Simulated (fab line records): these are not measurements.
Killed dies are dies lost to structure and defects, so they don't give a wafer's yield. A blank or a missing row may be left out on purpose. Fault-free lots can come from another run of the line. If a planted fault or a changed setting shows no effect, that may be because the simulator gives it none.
Struck lot and sound lot, side by side -- flow nand_harc -- 18 out of 1159 route steps
Sound: these wafers, L766.2, L766.3, L766.4. Struck: wafers L783.3, L783.6 (left out: L783.4, a lot-mate that was not struck); the cause follows at the end.
For every step that has rows: the tool of each side, followed by ch and its chambers, followed by its first start. Under that, the readings that differ: sound wafers -- struck wafers -- difference of the means -- sigmas: that difference in standard deviations of wafers without a fault.
alike: readings whose means differ by less than 2 such deviations, and words and numbers that are the same on both sides. not compared: withheld readings, readings that some wafer has no value for, bounds like >300 that may hide the same value, and numbers for which the record gives no deviation and whose values overlap.
Wherever a step has rows on one side only, a row that says differs or no value, or a row with sigmas, the two part there. Numbers that have no deviation but don't overlap get no sigmas and don't part them. Lack of a reading on every wafer of one side parts them only where that side has two or more wafers.

first, 1 step without rows for these wafers: NHARC_P_M2_ETCH_35 (etches the open film in N2/H2, target depth 40 nm, overetch 12 nm, time 43.94 s).
NHARC_P_M2_ETCH_15: etches the open film in C4F8/Ar, target depth 182.5 nm, time 91.2 s.
  sound on rie_diel-03 ch 0,1,3; struck on rie_diel-03 ch 0
  alike: oes_product_au, rf_vpp_V
  not compared: rf_hours_counter_h
NHARC_P_M2_CD_MEAS_16:
  struck on cd_sem-02, day 10 16:20; sound on cd_sem-02, day 6 18:43
  alike: cd_nm
NHARC_P_M2_STRIP_18: strips in N2/H2.
  sound on rie_diel-03 ch 0,1,2, day 6 18:47; struck on rie_diel-03 ch 0,2, day 10 16:28
  alike: drypump_motor_current_A, oes_product_au, rf_vpp_V, showerhead_plenum_p_Torr, throttle_valve_pct
  not compared: rf_hours_counter_h
NHARC_P_M2_ETCH_28: etches the open film in CF4/N2, target depth 30 nm, time 72.99 s.
  sound on rie_diel-03 ch 0,1,2; struck on rie_diel-03 ch 1,2
  alike: drypump_motor_current_A, oes_product_au, rf_vpp_V, showerhead_plenum_p_Torr, throttle_valve_pct
  not compared: rf_hours_counter_h
then, 1 step without rows for these wafers: NHARC_P_M2_STRIP_19 (strips in post etch residue remover, time 600 s).
NHARC_P_M2_DEGAS_29: time 60 s.
  struck on pvd_sputter-01, day 10 17:04; sound on pvd_sputter-01, day 6 19:26
  alike: heater_power_w
then, 1 step without rows for these wafers: NHARC_P_M2_PRE_CLEAN_30 (time 30 s).
NHARC_P_M2_PVD_20: deposits TaN, target thk 5 nm, time 8.06 s.
  sound on pvd_sputter-01; struck on pvd_sputter-01
  alike: throttle_valve_pct
then, 3 steps without rows for these wafers: NHARC_P_M2_PVD_21 (deposits Cu, target thk 30 nm, time 20.49 s); NHARC_P_M2_ECD_22 (material Cu, target thk 400 nm); NHARC_P_M2_ANNEAL_31 (time 90 s).
NHARC_P_M2_CMP_23: polishes, t overpolish 20 s, target thk 144.3 nm.
  sound on cmp-03 ch 1,2,3, day 6 20:43; struck on cmp-03 ch 1,3, day 10 18:20
reading,sound,struck,difference,sigmas
time_to_endpoint_s (s),25.3 29.7 29.2,36.7 36.6,+8.6,+3
  alike: motor_current_A
NHARC_P_M2_THK_MEAS_24: measures by xrf.
  struck on film_metro-02, day 10 18:36; sound on film_metro-01, day 6 21:00
reading,sound,struck,difference,sigmas
thk_nm (nm),142.4 145.8 143.2,147.8 149.1,+4.6,+3
then, 1 step without rows for these wafers: NHARC_P_M2_SRD_25.
NHARC_P_M2_INSPECT_27:
  struck on defect_inspect-01, day 10 18:46; sound on defect_inspect-02, day 6 21:09
reading,sound,struck,difference,sigmas
raw_defect_count,536 330 416,4582 4648,+4188,+30
then, 1 step without rows for these wafers: NHARC_P_M2_PRE_CLEAN_32 (time 12 s).
-- the record jumps here: 13 days lie between the struck wafers' starts before and after (it left off in module P_M2 and takes up again in module END, whose first step shown is number 1159 of the route) --
NHARC_END_SORT_01:
  sound on prober-02 ch 0, day 20 18:47; struck on prober-01 ch 0, day 23 19:11
reading,sound,struck,difference,sigmas
defect_limited_yield (%),97.3 95.6 96.2,0 0,-96,-64
killed_at_array,17 26 20,45 45,+24,+2
killed_at_periphery,1 4 6,632 632,+628,+99 or more
killed_dies,18 30 26,677 677,+652,+65
sort_bin_2_pct (%),0.9 1.2 1.2,3.0 2.1,+1.4,+2
sort_bin_3_pct (%),0 0.30 0.15,93.50 93.80,+93.50,+99 or more
sort_n_pass,659 647 651,0 0,-652,-65
sort_rim_yield_pct (%),99.1 96.2 96.2,0 0,-97,-32
sort_yield_pct (%),97.3 95.6 96.2,0 0,-96,-64
  alike: killed_at_other, killed_open, killed_short, sort_bin_4_pct

## WHERE THEY PART
Earliest at NHARC_P_M2_CMP_23; latest, in this record, at NHARC_END_SORT_01.

WHY: the cause the simulator had injected
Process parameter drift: cmp-03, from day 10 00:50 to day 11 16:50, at NHARC_P_M2_CMP_23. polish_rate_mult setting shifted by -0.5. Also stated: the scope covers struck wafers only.
